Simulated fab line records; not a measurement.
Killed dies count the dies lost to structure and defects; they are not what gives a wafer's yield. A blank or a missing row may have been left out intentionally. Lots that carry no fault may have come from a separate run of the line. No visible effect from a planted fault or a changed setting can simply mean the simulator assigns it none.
Chamber matching :: flow n5_finfet :: pecvd-04 running N5_PASSIVATION_PECVD_00: 3 sister chambers
The step deposits SiO2 from SiH4/N2O, target thk 200 nm, time 11.2 s. 3 wafers are shown with their chamber, then 9 later ones without.

## WAFERS PAIRED WITH THEIR CHAMBERS
wafer: L093.5
chamber: 2
throttle_valve_pct (%): 50.2

wafer: L091.2
chamber: 1
throttle_valve_pct (%): 52.9

wafer: L091.4
chamber: 0
throttle_valve_pct (%): 55.0

## WAFERS WHOSE CHAMBER IS MISSING
wafer: L090.4
throttle_valve_pct (%): 55.1

wafer: L090.5
throttle_valve_pct (%): 50.5

wafer: L090.6
throttle_valve_pct (%): 52.9

wafer: L092.4
throttle_valve_pct (%): 52.7

wafer: L092.5
throttle_valve_pct (%): 55.2

wafer: L092.6
throttle_valve_pct (%): 50.3

wafer: L097.1
throttle_valve_pct (%): 55.6

wafer: L097.3
throttle_valve_pct (%): 55.2

wafer: L097.5
throttle_valve_pct (%): 50.6

## THE CHAMBER EACH PASSED THROUGH
wafer: L090.4
from the rows above: 0
in truth: 0

wafer: L090.5
from the rows above: 2
in truth: 2

wafer: L090.6
from the rows above: 1
in truth: 1

wafer: L092.4
from the rows above: 1
in truth: 1

wafer: L092.5
from the rows above: 0
in truth: 0

wafer: L092.6
from the rows above: 2
in truth: 2

wafer: L097.1
from the rows above: 0
in truth: 0

wafer: L097.3
from the rows above: 0
in truth: 0

wafer: L097.5
from the rows above: 2
in truth: 2
Placed correctly: 9 of 9. Number that these rows cannot place: 0. Wrongly placed: 0.
How it was worked out, from the rows above alone: a wafer's distance from a chamber is the root of the sum, over the readings, of the square of ((its reading less the chamber's mean) divided by the reading's scatter). If the next closest chamber is less than 2 further off than the closest, the wafer can't be placed; otherwise it belongs to the closest. Each chamber's mean is taken over the wafers shown for it. The scatter (one wafer shown for each chamber): square how far every hidden wafer sits from the nearest shown wafer, average those squares and take the square root.
